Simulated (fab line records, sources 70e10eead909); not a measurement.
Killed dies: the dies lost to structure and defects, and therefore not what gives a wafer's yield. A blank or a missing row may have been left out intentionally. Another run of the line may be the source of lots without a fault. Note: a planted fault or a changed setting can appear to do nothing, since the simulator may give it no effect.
fab line records	flow nandHarc
record: lots: 6	wafers: 18	lastDay: 32
route steps=1302 shown P_GATE@200 P_CONTACT@218 END@1302
lots that met no fault: taken from a fault-free run of the same line
startH: start of the lot's first displayed wafer, in hours after the record's first day	waitH: how many hours have passed since the lot's step before this one	" unchanged from the row above	L1.1+2: several wafers, shown together as one row	- no value, or no start given	* or withheld: withheld	< > ~ a bound
route shown NAME@n: NAME is a module with steps in the file, n the number in the route of the first one	usual: average and standard deviation across the fault-free wafers	same: alike in all rows	chamber/n: place in a boat	sites: the reading at each site	_std_site: standard deviation of those values	_edge_site: mean of outer sites minus mean of inner sites	radiusMm: for every site, how far away it sits from the centre of the wafer	mask NAME#n: copy n	behind: the tool/chamber that last shaped the wafer	hold: reason for holding the lot/hours on hold/outcome of the hold	device: the n, p or np transistor that did not switch	end of line: the same wafers' tests at the end of the route	for a step that has no rows: nothing shown but its recipe	killed: not the wafer's yield, but the dies lost to structure and defects at the first sort	map: a wafer's dies, marking killed ones x, the rest . and places with no die _
set.NAME: the setting that was run; set.NAME@STEP: the one run at that earlier step	model.NAME: the simulator's own value behind a step, which no gauge read
lots at selected steps of the route; one table per step, one row per wafer
services: a tool's chamber out of use, with start hour (startH, from the record's first day; less than 0 if before it), hours out, and reason
== steps ==
step: NHARC_P_GATE_CD_MEAS_91
recipe: targetCdNm: 2000	landingEnergyEv: 500
usual: cdNm: 1998.7/2.3
lot.wafer	tool	chamber	startH	waitH	cdNm
L333.2	cdSem-01	0	120.67	-	1997.2
L333.3	"	0	"	"	1996.6
L333.5	"	0	"	"	1997.9
L342.1	cdSem-01	0	213.03	-	1995.5
L342.3	"	0	"	"	1996.8
L342.4	"	0	"	"	1999.4
L344.1	cdSem-02	0	224.35	-	2001.4
L344.2	"	0	"	"	1996.5
L344.6	"	0	"	"	1997.4
L347.1	cdSem-03	0	257.12	-	1996.3
L347.2	"	0	"	"	1995.5
L347.5	"	0	"	"	1997.3
L353.2	cdSem-03	0	319.90	-	2001.7
L353.4	"	0	"	"	2002.0
L353.6	"	0	"	"	2003.4
L354.4	cdSem-01	0	321.03	-	1997.3
L354.5	"	0	"	"	1998.2
L354.6	"	0	"	"	1998.6
step: NHARC_P_GATE_HARDBAKE_92
recipe: tempC: 125	timeS: 80
step: NHARC_P_GATE_DESCUM_93
recipe: timeS: 3	o2FlowSccm: 200	arFlowSccm: 0	biasPowerW: 0	chemistry: O2
step: NHARC_P_GATE_IMPLANT_94
recipe: energyKev: 60	doseCm2: 2e+15	tiltDeg: 7
step: NHARC_P_GATE_STRIP_113
recipe: powerW: 1500	tempC: 110	timeS: 740	chemistry: N2/H2
usual: drypumpMotorCurrentA: 6.03/0.13	heaterPowerW: 88/8.5
same: timeS: 740
lot.wafer	tool	chamber	startH	waitH	drypumpMotorCurrentA	heaterPowerW	rfHoursCounterH
L333.2	plasmaAsher-02	0	121.32	0.3	5.81	74	2
L333.3	"	1	"	"	6.15	94	-
L333.5	"	1	"	"	6.13	94	-
L342.1	plasmaAsher-02	1	213.56	0.2	6.08	93	21
L342.4	"	1	"	"	6.12	94	-
L342.3	"	0	"	"	5.79	75	-
L344.1	plasmaAsher-01	1	224.88	0.2	6.11	93	10
L344.2	"	0	"	"	6.07	91	10
L344.6	"	1	"	"	6.13	93	-
L347.2	plasmaAsher-01	1	257.65	0.2	6.11	92	16
L347.1	"	0	"	"	6.08	91	16
L347.5	"	1	"	"	6.12	92	-
L353.2	plasmaAsher-01	1	320.54	0.3	6.12	94	31
L353.4	"	1	"	"	6.11	93	-
L353.6	"	0	"	"	6.08	89	-
L354.4	plasmaAsher-02	1	321.79	0.3	6.12	91	-
L354.6	"	1	"	"	6.14	94	-
L354.5	"	0	"	"	5.81	72	-
step: NHARC_P_GATE_STRIP_95
recipe: powerW: 1500	tempC: 250	chemistry: O2
usual: drypumpMotorCurrentA: 6.03/0.13	heaterPowerW: 328/32
lot.wafer	tool	chamber	startH	waitH	drypumpMotorCurrentA	heaterPowerW	rfHoursCounterH
L333.2	plasmaAsher-02	0	121.92	0.5	5.83	276	3
L333.3	"	1	"	"	6.11	352	-
L333.5	"	1	"	"	6.10	352	-
L342.1	plasmaAsher-02	1	214.27	0.6	6.09	353	22
L342.4	"	1	"	"	6.11	358	-
L342.3	"	0	"	"	5.82	273	-
L344.1	plasmaAsher-01	1	225.58	0.6	6.12	344	10
L344.2	"	0	"	"	6.06	339	10
L344.6	"	1	"	"	6.13	356	-
L347.2	plasmaAsher-01	1	258.36	0.6	6.12	357	17
L347.1	"	0	"	"	6.05	337	17
L347.5	"	1	"	"	6.12	356	-
L353.2	plasmaAsher-01	1	321.16	0.5	6.12	346	31
L353.4	"	1	"	"	6.13	341	-
L353.6	"	0	"	"	6.07	330	-
L354.4	plasmaAsher-02	1	322.29	0.4	6.06	350	-
L354.6	"	1	"	"	6.11	347	-
L354.5	"	0	"	"	5.80	269	-
step: NHARC_P_GATE_STRIP_96
recipe: timeS: 900	tempC: 130	chemistry: SPM
step: NHARC_P_GATE_RTA_64
recipe: tempC: 1050	timeS: 1
usual: lampPowerPct: 34.91/0.074	lamp_zone_3_pct: 34.90/0.068	lamp_zone_5_pct: 34.90/0.066	wafer_temp_C_max: 1055.1/1.8
same: timeS: 1
lot.wafer	tool	chamber	startH	waitH	lampPowerPct	lamp_zone_3_pct	lamp_zone_5_pct	wafer_temp_C_max
L333.2	rtpAnneal-02	0	122.50	-	34.97	34.96	34.96	1055.4
L333.3	"	0	"	"	34.97	35.01	34.97	1055.7
L333.5	"	0	"	"	34.99	34.97	34.91	1055.1
L342.1	rtpAnneal-02	0	214.83	-	34.96	34.91	34.99	1056.5
L342.3	"	0	"	"	34.96	34.99	34.94	1055.4
L342.4	"	0	"	"	35.01	34.95	34.93	1056.4
L344.1	rtpAnneal-01	0	226.15	-	34.85	34.83	34.80	1054.1
L344.2	"	0	"	"	34.80	34.83	34.83	1054.2
L344.6	"	0	"	"	34.84	34.81	34.81	1053.1
L347.1	rtpAnneal-01	0	258.96	-	34.84	34.92	34.92	1054.1
L347.2	"	0	"	"	34.87	34.92	34.84	1053.8
L347.5	"	0	"	"	34.76	34.84	34.83	1052.3
L353.2	rtpAnneal-02	0	321.74	-	35.00	34.91	34.91	1056.6
L353.4	"	0	"	"	35.00	34.95	34.95	1055.8
L353.6	"	0	"	"	34.99	34.98	35.00	1060.2
L354.4	rtpAnneal-02	0	322.92	-	34.85	34.97	34.95	1056.8
L354.5	"	0	"	"	34.91	34.92	34.92	1057.7
L354.6	"	0	"	"	35.00	34.97	34.96	1055.9
step: NHARC_P_GATE_ETCH_77
recipe: targetDepthA: 60	chemistry: dHF	material: SiO2
step: NHARC_P_GATE_DEGAS_109
recipe: tempC: 300	timeS: 60
usual: heaterPowerW: 472/50
same: timeS: 60
lot.wafer	tool	chamber	startH	waitH	heaterPowerW
L333.2	pvdSputter-02	-	122.78	0.1	534
L333.3	"	-	"	"	421
L333.5	"	-	"	"	480
L342.3	pvdSputter-03	-	215.14	0.1	515
L342.1	"	-	"	"	479
L342.4	"	-	"	"	481
L344.1	pvdSputter-03	-	226.45	0.1	482
L344.2	"	-	"	"	573
L344.6	"	-	"	"	483
L347.2	pvdSputter-02	-	259.29	0.1	487
L347.1	"	-	"	"	424
L347.5	"	-	"	"	423
L353.2	pvdSputter-03	-	322.01	0.1	483
L353.4	"	-	"	"	496
L353.6	"	-	"	"	488
L354.4	pvdSputter-02	-	323.15	0.1	425
L354.6	"	-	"	"	556
L354.5	"	-	"	"	433
step: NHARC_P_GATE_PRE_CLEAN_110
recipe: timeS: 30	biasV: 200	gas: Ar
step: NHARC_P_GATE_SPUTTER_78
recipe: targetThkA: 100	material: Ni
step: NHARC_P_GATE_SPUTTER_79
recipe: targetThkA: 100	material: TiN
lot.wafer	tool	chamber	startH	waitH
L333.3+2+5	pvdSputter-02	-	122.96	-
L342.4+3+1	pvdSputter-03	-	215.31	-
L344.1+2+6	pvdSputter-03	-	226.62	-
L347.2+1+5	pvdSputter-02	-	259.54	-
L353.4+2+6	pvdSputter-03	-	322.21	-
L354.4+5+6	pvdSputter-02	-	323.34	-
step: NHARC_P_GATE_RTA_80
recipe: tempC: 300	timeS: 30
step: NHARC_P_GATE_STRIP_67
recipe: timeS: 600	tempC: 130	chemistry: SPM
step: NHARC_P_GATE_RTA_82
recipe: tempC: 450	timeS: 30
step: NHARC_P_GATE_INSPECT_68
usual: rawDefectCount: 207/88
lot.wafer	tool	chamber	startH	waitH	hold	rawDefectCount
L333.2	defectInspect-01	-	123.73	0.1	-	119
L333.3	"	-	"	"	-	128
L333.5	"	-	"	"	-	107
L342.1	defectInspect-02	-	216.09	0.2	awaitDispo/0.2h/release	1272
L342.3	"	-	"	"	awaitDispo/0.2h/release	1311
L342.4	"	-	"	"	awaitDispo/0.2h/release	1350
L342.1	defectInspect-02	-	216.26	0.2	-	1273
L342.3	"	-	"	"	-	1319
L342.4	"	-	"	"	-	1359
L344.1	defectInspect-02	-	227.40	0.2	awaitDispo/0.2h/release	1272
L344.2	"	-	"	"	awaitDispo/0.2h/release	1345
L344.6	"	-	"	"	awaitDispo/0.2h/release	1251
L344.1	defectInspect-02	-	227.57	0.2	-	1257
L344.2	"	-	"	"	-	1340
L344.6	"	-	"	"	-	1247
L347.1	defectInspect-01	-	260.36	0.2	-	228
L347.2	"	-	"	"	-	219
L347.5	"	-	"	"	-	318
L353.2	defectInspect-02	-	322.97	0.1	-	129
L353.4	"	-	"	"	-	136
L353.6	"	-	"	"	-	109
L354.4	defectInspect-02	-	324.09	0.1	-	369
L354.5	"	-	"	"	-	385
L354.6	"	-	"	"	-	267
step: NHARC_P_CONTACT_DEP_00
recipe: targetThkA: 5000	tempC: 400	pressureTorr: 6.5	rfW: 900	teosFlowSccm: 161.4	flowSccm: 2650	targetThkNm: 500	gas: O2	material: SiO2
step: NHARC_P_CONTACT_CMP_01
recipe: targetThkNm: 200	material: SiO2
usual: motorCurrentA: 11.9/1.2	padLifeWafers: 172/110
lot.wafer	tool	chamber	startH	waitH	motorCurrentA	padLifeWafers
L333.2	cmp-01	1	124.54	-	11.3	115
L333.3	"	2	"	"	11.1	116
L333.5	"	0	"	"	11.3	-
L342.4	cmp-03	3	220.57	-	11.7	153
L342.3	"	0	"	"	10.0	154
L342.1	"	2	"	"	11.3	156
L344.1	cmp-04	0	233.37	-	12.1	89
L344.2	"	1	"	"	13.6	90
L344.6	"	3	"	"	15.2	-
L347.2	cmp-01	3	261.19	-	11.9	284
L347.1	"	0	"	"	10.6	285
L347.5	"	1	"	"	10.9	-
L353.2	cmp-04	1	323.74	-	13.4	42
L353.4	"	3	"	"	13.6	44
L353.6	"	1	"	"	13.0	-
L354.4	cmp-01	3	324.89	-	11.2	133
L354.6	"	2	"	"	11.4	-
L354.5	"	3	"	"	12.2	-
step: NHARC_P_CONTACT_SRD_03
step: NHARC_P_CONTACT_DEHYDRATE_04
recipe: tempC: 150	timeS: 120
step: NHARC_P_CONTACT_HMDS_05
recipe: timeS: 30
step: NHARC_P_CONTACT_COAT_33
recipe: tempC: 260	timeS: 75
step: NHARC_P_CONTACT_COAT_34
recipe: tempC: 225	timeS: 65
step: NHARC_P_CONTACT_COAT_06
recipe: spinRpm: 1500	resistThkNm: 90
step: NHARC_P_CONTACT_SOFTBAKE_07
recipe: tempC: 105	timeS: 55
step: NHARC_P_CONTACT_EBR_08
step: NHARC_P_CONTACT_EXPOSE_09
recipe: na: 1.35	targetCdNm: 90	doseMj: 81.26	maskId: P_CA
step: NHARC_P_CONTACT_PEB_10
recipe: pebTempC: 100	pebTimeS: 65
step: NHARC_P_CONTACT_DEVELOP_11
recipe: developTimeS: 35	devTempC: 23
step: NHARC_P_CONTACT_CD_MEAS_12
recipe: targetCdNm: 90	landingEnergyEv: 500
usual: cdNm: 89.5/0.77
lot.wafer	tool	chamber	startH	waitH	cdNm
L333.2	cdSem-01	0	125.35	-	89.3
L333.3	"	0	"	"	88.8
L333.5	"	0	"	"	87.5
L342.1	cdSem-03	0	221.27	-	90.6
L342.3	"	0	"	"	90.0
L342.4	"	0	"	"	89.5
L344.1	cdSem-03	0	234.05	-	90.5
L344.2	"	0	"	"	88.9
L344.6	"	0	"	"	90.1
L347.1	cdSem-03	0	261.97	-	90.5
L347.2	"	0	"	"	88.8
L347.5	"	0	"	"	88.9
L353.2	cdSem-03	0	324.45	-	89.6
L353.4	"	0	"	"	89.9
L353.6	"	0	"	"	89.9
L354.4	cdSem-02	0	325.58	-	89.2
L354.5	"	0	"	"	89.2
L354.6	"	0	"	"	90.0
step: NHARC_P_CONTACT_OVL_MEAS_13
usual: overlayXNm: -0.1/0.82	overlayYNm: -0.2/1.1
lot.wafer	tool	chamber	startH	waitH	overlayXNm	overlayYNm
L333.2	overlay-01	-	125.43	-	0.5	-0.4
L333.3	"	-	"	"	0.4	-0.8
L333.5	"	-	"	"	0.5	-1.0
L342.1	overlay-02	-	221.36	-	0.0	-1.4
L342.3	"	-	"	"	-0.2	-1.8
L342.4	"	-	"	"	-0.8	-1.8
L344.1	overlay-01	-	234.14	-	0.1	0.6
L344.2	"	-	"	"	-0.3	0.7
L344.6	"	-	"	"	-0.7	0.9
L347.1	overlay-02	-	262.06	-	0.3	0.2
L347.2	"	-	"	"	0.5	0.9
L347.5	"	-	"	"	0.7	0.6
L353.2	overlay-02	-	324.54	-	-0.7	-0.7
L353.4	"	-	"	"	-0.4	-0.7
L353.6	"	-	"	"	-0.9	-0.9
L354.4	overlay-02	-	325.66	-	-0.4	0.9
L354.5	"	-	"	"	-0.8	0.7
L354.6	"	-	"	"	-1.0	1.4
step: NHARC_END_SORT_01
recipe: tempC: 25
usual: defectLimitedYield: 91.1/2.8	killedAtArray: 55/19	killedAtOther: 0.9/1.4	killedAtPeriphery: 3.8/2.9	killedDies: 60/19	killedOpen: 3.3/1.8	killedShort: 2.6/1.6
same: grossDies: 677
lot.wafer	tool	chamber	startH	waitH	defectLimitedYield[%]	killedAtArray	killedAtOther	killedAtPeriphery	killedDies	killedOpen	killedShort
L333.2	prober-01	0	580.72	2.8	96.8	18	0	4	22	0	4
L333.3	prober-01	0	581.52	3.1	93.9	31	1	9	41	8	6
L333.5	prober-01	0	583.11	3.7	95.0	32	0	2	34	4	2
L347.1	prober-01	0	716.13	2.5	88.5	69	3	6	78	8	3
L347.2	prober-01	0	716.93	2.8	88.8	71	2	3	76	4	1
L347.5	prober-01	0	719.35	3.7	88.8	67	0	9	76	8	1
L353.2	prober-01	0	762.68	2.8	92.6	44	1	5	50	0	4
L353.4	prober-01	0	764.27	3.4	94.2	30	3	6	39	0	1
L353.6	prober-01	0	765.87	4.0	93.2	40	1	5	46	3	0
L354.4	prober-02	0	767.46	3.4	92.0	48	0	6	54	6	2
L354.5	prober-02	0	768.25	3.7	92.0	51	0	3	54	4	3
L354.6	prober-02	0	769.04	4.0	90.1	64	1	2	67	3	5
killed by level:class
L333.2 P_M0:chamberFilmFlake=4 A_CHANNEL_HOLE_D2:chamberFilmFlake=4 A_STAIRCASE:chamberFilmFlake=3 A_SGD_CUT:geometricParticle:short=2 A_CONTACT:chamberFilmFlake=2 A_DECK1_JOINT:geometricParticle:short=1 A_M0:geometricParticle:short=1 A_ZERO_WELL:chamberFilmFlake=1
L333.3 A_CHANNEL_HOLE_D2:chamberFilmFlake=11 P_M0:chamberFilmFlake=4 A_STAIRCASE:chamberFilmFlake=3 P_GATE:geometricParticle:open=2 A_CHANNEL_FILL_D1:geometricParticle:short=2 A_CHANNEL_FILL_D1:geometricParticle:open=2 A_CHANNEL_FILL_D2:geometricParticle:open=2 A_WL_FILL:geometricParticle:short=2
L333.5 A_STAIRCASE:chamberFilmFlake=10 A_CONTACT:chamberFilmFlake=7 A_CHANNEL_HOLE_D2:chamberFilmFlake=6 A_CHANNEL_FILL_D2:chamberFilmFlake=3 P_M0:chamberFilmFlake=2 A_CHANNEL_HOLE_D1:geometricParticle:open=1 A_CHANNEL_FILL_D1:geometricParticle:short=1 A_CHANNEL_FILL_D1:geometricParticle:open=1
L347.1 A_CHANNEL_HOLE_D1:chamberFilmFlake=30 A_CHANNEL_HOLE_D2:chamberFilmFlake=15 A_CONTACT:chamberFilmFlake=10 THIN_TSV:chamberFilmFlake=3 A_SLIT:chamberFilmFlake=3 P_CONTACT:geometricParticle:open=2 A_SOURCE_PLATE:geometricParticle:short=2 A_STAIRCASE:chamberFilmFlake=2
L347.2 A_CHANNEL_HOLE_D1:chamberFilmFlake=32 A_CHANNEL_HOLE_D2:chamberFilmFlake=23 A_CONTACT:chamberFilmFlake=5 A_SLIT:chamberFilmFlake=5 P_M1:geometricParticle:open=2 A_ZERO_WELL:chamberFilmFlake=2 THIN_TSV:chamberFilmFlake=2 P_GATE:geometricParticle:short=1
L347.5 A_CHANNEL_HOLE_D1:chamberFilmFlake=29 A_CHANNEL_HOLE_D2:chamberFilmFlake=14 A_CONTACT:chamberFilmFlake=13 P_M0:geometricParticle:open=4 A_STAIRCASE:chamberFilmFlake=3 A_ONON_D1:geometricParticle:open=2 P_STI:chamberFilmFlake=2 P_GATE:chamberFilmFlake=2
L353.2 A_SLIT:chamberFilmFlake=30 P_CONTACT:chamberFilmFlake=3 A_STAIRCASE:chamberFilmFlake=3 P_ZERO_WELL:chamberFilmFlake=2 A_CHANNEL_HOLE_D2:chamberFilmFlake=2 A_CHANNEL_FILL_D1:geometricParticle:short=1 A_DECK1_JOINT:geometricParticle:short=1 A_SGD_CUT:geometricParticle:short=1
L353.4 A_SLIT:chamberFilmFlake=23 P_CONTACT:chamberFilmFlake=4 THIN_TSV:chamberFilmFlake=3 A_STAIRCASE:chamberFilmFlake=2 A_M0:geometricParticle:short=1 P_ZERO_WELL:chamberFilmFlake=1 P_STI:chamberFilmFlake=1 A_ZERO_WELL:chamberFilmFlake=1
L353.6 A_SLIT:chamberFilmFlake=29 A_STAIRCASE:chamberFilmFlake=3 P_M1:geometricParticle:open=2 A_WL_FILL:chamberFilmFlake=2 P_CONTACT:chamberFilmFlake=2 A_CONTACT:chamberFilmFlake=2 A_M0:geometricParticle:open=1 P_BONDPAD:chamberFilmFlake=1
L354.4 A_CHANNEL_HOLE_D2:chamberFilmFlake=19 A_SLIT:chamberFilmFlake=9 A_CONTACT:chamberFilmFlake=8 A_CHANNEL_HOLE_D1:chamberFilmFlake=4 P_CONTACT:geometricParticle:open=2 P_ZERO_WELL:chamberFilmFlake=2 P_M0:geometricParticle:open=1 A_ONON_D1:geometricParticle:short=1
L354.5 A_CHANNEL_HOLE_D2:chamberFilmFlake=21 A_CHANNEL_HOLE_D1:chamberFilmFlake=12 A_SLIT:chamberFilmFlake=6 A_CONTACT:chamberFilmFlake=4 A_CONTACT:geometricParticle:open=2 A_STAIRCASE:chamberFilmFlake=2 P_CONTACT:geometricParticle:short=1 P_CONTACT:geometricParticle:open=1
L354.6 A_CHANNEL_HOLE_D2:chamberFilmFlake=29 A_CONTACT:chamberFilmFlake=9 A_CHANNEL_HOLE_D1:chamberFilmFlake=7 A_SLIT:chamberFilmFlake=6 A_CHANNEL_FILL_D1:chamberFilmFlake=2 A_ONON_D1:geometricParticle:short=1 A_ONON_D2:geometricParticle:short=1 A_ONON_D2:geometricParticle:open=1
== services ==
tool	chamber	startH	hours	kind
pvdSputter-02	-	104.00	10.0	pm
cmp-04	-	111.16	4.0	pm
pvdSputter-03	-	141.66	11.8	repair
cmp-01	-	143.32	2.1	repair
cmp-03	-	157.54	1.9	repair
plasmaAsher-01	-	165.00	9.0	pm
pvdSputter-03	-	170.00	10.0	pm
cmp-01	-	173.96	0.4	repair
cmp-01	-	187.71	4.0	pm
pvdSputter-02	-	195.39	2.0	repair
cmp-04	-	209.16	4.0	pm
pvdSputter-02	-	217.84	1.8	repair
pvdSputter-02	-	220.78	1.4	repair
pvdSputter-02	-	229.21	1.2	repair
pvdSputter-03	-	250.41	9.1	repair
cmp-01	-	262.57	2.6	repair
plasmaAsher-02	-	270.84	9.0	pm
pvdSputter-02	-	271.34	6.3	repair
plasmaAsher-01	-	279.12	4.4	repair
pvdSputter-02	-	282.00	10.0	pm
cmp-01	-	285.71	4.0	pm
plasmaAsher-02	-	289.20	6.4	repair
cmp-04	-	307.16	4.0	pm
plasmaAsher-02	-	317.74	1.0	repair
== key ==
firstSign: step: NHARC_P_GATE_INSPECT_68	reading: visit	direction: added
effect: step: NHARC_P_GATE_INSPECT_68	reading: rawDefectCount	direction: up	sigmas: 12	usual: 207	struck: 1300
metAt NHARC_P_GATE_SPUTTER_79
struckWafers L342.1,L342.3,L342.4,L344.1,L344.2,L344.6
scrappedBehind NHARC_P_CONTACT_INSPECT_14 L342.1,L342.3,L342.4,L344.1,L344.2,L344.6
fault: kind: chamberParticleSource	tool: pvdSputter-03	chamber: -	onsetH: 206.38	steps: NHARC_P_GATE_SPUTTER_79	ratePerVisitCm2: 1.7507	endH: 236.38
